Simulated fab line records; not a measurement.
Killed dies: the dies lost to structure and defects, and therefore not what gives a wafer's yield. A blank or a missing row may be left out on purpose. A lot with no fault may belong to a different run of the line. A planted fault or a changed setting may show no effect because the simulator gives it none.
Comparing a struck lot with a sound one | flow n5-finfet | 37 out of 1938 route steps
Sound: these wafers, L632.1, L632.2, L632.3. Struck: wafer L633.1 (left out: L633.5, L633.6 of the same lot, which were not struck); the cause appears at the end.
Each step with rows lists, per side, the tool, then ch with its chambers, then its first start. Under that, the readings that differ: sound wafers | struck wafers | difference of the means | sigmas: that difference in standard deviations of wafers without a fault.
alike: words and numbers the same on both sides, and readings whose means are apart by under 2 such deviations; not compared: readings that were withheld, readings missing a value for some wafer, numbers with overlapping values and no deviation given by the record, and bounds like >300 which may hide the same value.
A row with sigmas, a row that says differs or no value, or rows on one side alone: a step with any of these is where the two part. When numbers do not overlap yet have no deviation, they are printed without sigmas and do not part them. A reading that every wafer of one side lacks parts them only if that side has two wafers or more.

first, 8 steps without rows for these wafers: N5_BEOL_M0_ECD_118 (material Cu, target thk 300 nm); N5_BEOL_M0_ANNEAL_119 (time 90 s); N5_BEOL_M0_CMP_120 (polishes, stops on SiOC, t overpolish 6.9 s); N5_BEOL_M0_PRE_CLEAN_131 (time 15 s); N5_BEOL_M0_CO_CAP_123 (material Co, precursor CCTBA/H2, target thk 2 nm, time 102.1 s); N5_BEOL_M0_PRE_CLEAN_124 (time 15 s); N5_BEOL_M0_DEP_125 (deposits SiCN from 3MS/NH3, target thk 8 nm, time 14 s); N5_BEOL_M1_ILD_DEP_00 (deposits SiOC from DEMS/O2, target thk 79 nm, time 15.3 s).
N5_BEOL_M1_PECVD_72: deposits SiO2 from TEOS/O2, target thk 16 nm, time 18 s.
  sound on pecvd-01 ch 0,1,2, day 6 12:22; struck on pecvd-01 ch 0, day 6 13:32
  reading                                    | sound          | struck | difference | sigmas
  model.SiO2_of_BEOL_M1_PECVD_72.thk-nm (nm) | 15.8 15.8 16.2 | 17.6   | +1.7       |
  alike: heater-power-w, rf-fwd-power-W, showerhead-plenum-p-Torr, showerhead-vpp-V, susceptor-temp-C, throttle-valve-pct
then, 25 steps without rows for these wafers: N5_BEOL_M1_HM_DEP_02 (deposits TiN, target thk 20 nm); N5_BEOL_M1_COAT_61 (time 60 s, resist thk 60 nm); N5_BEOL_M1_COAT_62 (time 60 s, resist thk 12 nm); N5_BEOL_M1_COAT_73 (time 60 s, resist thk 5 nm); N5_BEOL_M1_COAT_05 (resist thk 30 nm); N5_BEOL_M1_EBR_07; N5_BEOL_M1_SOFTBAKE_06 (time 60 s); N5_BEOL_M1_EXPOSE_08 (exposes mask M1); N5_BEOL_M1_PEB_09 (peb time 60 s); N5_BEOL_M1_DEVELOP_10 (develop time 30 s); N5_BEOL_M1_DESCUM_16 (chemistry O2, time 7 s); N5_BEOL_M1_ETCH_74 (etches underlayer in N2/H2, target depth 6.5 nm, time 5.2 s); N5_BEOL_M1_ETCH_63 (etches SiARC in CF4, target depth 15.6 nm, time 26 s); N5_BEOL_M1_ETCH_64 (etches SOC in N2/H2, target depth 75 nm, overetch 15 nm, time 112.5 s); N5_BEOL_M1_STRIP_65 (strips in N2/H2); N5_BEOL_M1_STRIP_75 (strips in N2/H2); N5_BEOL_M1_STRIP_66 (strips in CF4); N5_BEOL_M1_HM_OPEN_17 (chemistry Cl2/BCl3, target TiN, target depth 20 nm, overetch 6 nm); N5_BEOL_M1_STRIP_19 (strips in O2); N5_BEOL_M1_COAT_67 (time 60 s, resist thk 60 nm); N5_BEOL_M1_COAT_68 (time 60 s, resist thk 12 nm); N5_BEOL_M1_COAT_76 (time 60 s, resist thk 5 nm); N5_BEOL_M1_COAT_22 (resist thk 30 nm); N5_BEOL_M1_EBR_24; N5_BEOL_M1_SOFTBAKE_23 (time 60 s).
N5_BEOL_M1_HM_STRIP_39: strips TiN in peroxide tin strip, target depth 25 nm, time 158 s.
  sound on wet-bench-05 ch 2,5,7, day 6 21:08; struck on wet-bench-04 ch 5, day 6 22:08
  reading                                    | sound        | struck | difference | sigmas
  model.SiO2_of_BEOL_M1_PECVD_72.thk-nm (nm) | 15.8 15.6 16 | 17.4   | +1.6       |
N5_BEOL_M4_RC_MEAS_101:
  sound on prober-01 ch 0, day 8 09:07; struck on prober-01 ch 0, day 8 16:07
  alike: DIBL_N, DIBL_P, IOFF_N, IOFF_P, ION_N, ION_P, SS_N, SS_P, VT_N, VT_P
-- record jumps: 4 days separate the struck wafers' starts on either side; left off in module BEOL_M4, taken up again in module PASSIVATION, whose first shown step is the route's number 1936 --
N5_PASSIVATION_PROBE_49:
  struck on prober-02, day 12 17:05; sound on prober-01, day 12 16:19
  reading            | sound    | struck | difference | sigmas
  killed_at_M0_to_M3 | 28 22 50 | 61     | +28        | +2
  alike: defect-limited-yield, killed_at_M4_up, killed-at-contacts, killed-at-front-end, killed-at-other, killed-dies, killed-open, killed-short, sort_bin_5_function, sort_bin_6_memory, sort-n-pass, sort-yield-pct

== WHERE THEY PART ==
N5_PASSIVATION_PROBE_49 only, going by this record.

WHY: the cause the simulator had injected
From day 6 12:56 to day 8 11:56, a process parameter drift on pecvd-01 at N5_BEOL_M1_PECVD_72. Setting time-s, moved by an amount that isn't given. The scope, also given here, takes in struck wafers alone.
